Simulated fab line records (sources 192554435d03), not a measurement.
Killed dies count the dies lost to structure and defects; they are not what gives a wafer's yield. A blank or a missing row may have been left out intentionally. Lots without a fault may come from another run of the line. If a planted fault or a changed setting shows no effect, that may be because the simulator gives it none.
Which tool did it? | flow n5-finfet | 33 wafers from 11 lots sampled at 2 of the route's 1938 steps

== WHAT THE GAUGES SHOWED, per wafer ==
N5_SD_EPI_N_EPI_MEAS_23.
lot  | measured    | on            | thk-nm (nm)
L076 | day 4 01:35 | film-metro-01 | 58.6 58.9 60.8
L078 | day 4 10:35 | film-metro-02 | 58.8 58.7 59.2
L080 | day 4 16:22 | film-metro-01 | 59.1 59.5 59.3
L082 | day 5 05:19 | film-metro-02 | 59.0 59.6 58.4
L085 | day 6 07:36 | film-metro-01 | 59.5 60.0 59.2
L087 | day 6 12:55 | film-metro-01 | 57.9 58.1 59.8
L089 | day 6 21:51 | film-metro-01 | 60.7 58.9 59.1
L091 | day 7 13:26 | film-metro-02 | 59.5 59.0 62.3
L093 | day 8 02:32 | film-metro-02 | 59.7 61.1 58.9
L095 | day 8 09:56 | film-metro-01 | 59.0 58.8 56.3
L097 | day 8 22:05 | film-metro-01 | 58.2 58.5 58.5

== WHAT TOOL EACH LOT RAN ON (gives the tool, then ch and the chambers of the sampled wafers, and finally the start) ==
lot  | N5_SPACER0_ALD_08
L076 | ald-sin-04 ch 1,2,3, day 3 21:22
L078 | ald-sin-04 ch 0,1,2, day 4 05:33
L080 | ald-sin-04 ch 0,1,2, day 4 12:20
L082 | ald-sin-01 ch 0,2,3, day 5 00:16
L085 | ald-sin-04 ch 0,1, day 6 03:25
L087 | ald-sin-01 ch 1,3, day 6 08:59
L089 | ald-sin-04 ch 0,1,2, day 6 17:49
L091 | ald-sin-02 ch 0,1,3, day 7 08:56
L093 | ald-sin-01 ch 1,3, day 7 21:56
L095 | ald-sin-02 ch 0,2,3, day 8 05:46
L097 | ald-sin-01 ch 1,3, day 8 18:03
- N5_SPACER0_ALD_08: deposits SiNx, target thk 2 nm.

== THE ANSWER, worked out from the rows above alone ==
Rule: what is usual is taken from the lots themselves. The widest of any qualifying gaps counts: lots, ordered by their means at a reading, are off when they make up no more than a third of the lots, leave a main group of 4 or more, and stand apart from it by 3 or more times the standard deviation of that group's means. Not used: any main group whose means are identical at the precision the tables above print for the reading. A lot without any number at a reading at which 4 lots or more have one is off too. Where the step has rows for the other lots, those lots are counted as sound.
Nothing can be told from this: no lot is off at any reading shown.

== WHAT HAD BEEN PUT IN BY THE SIMULATOR ==
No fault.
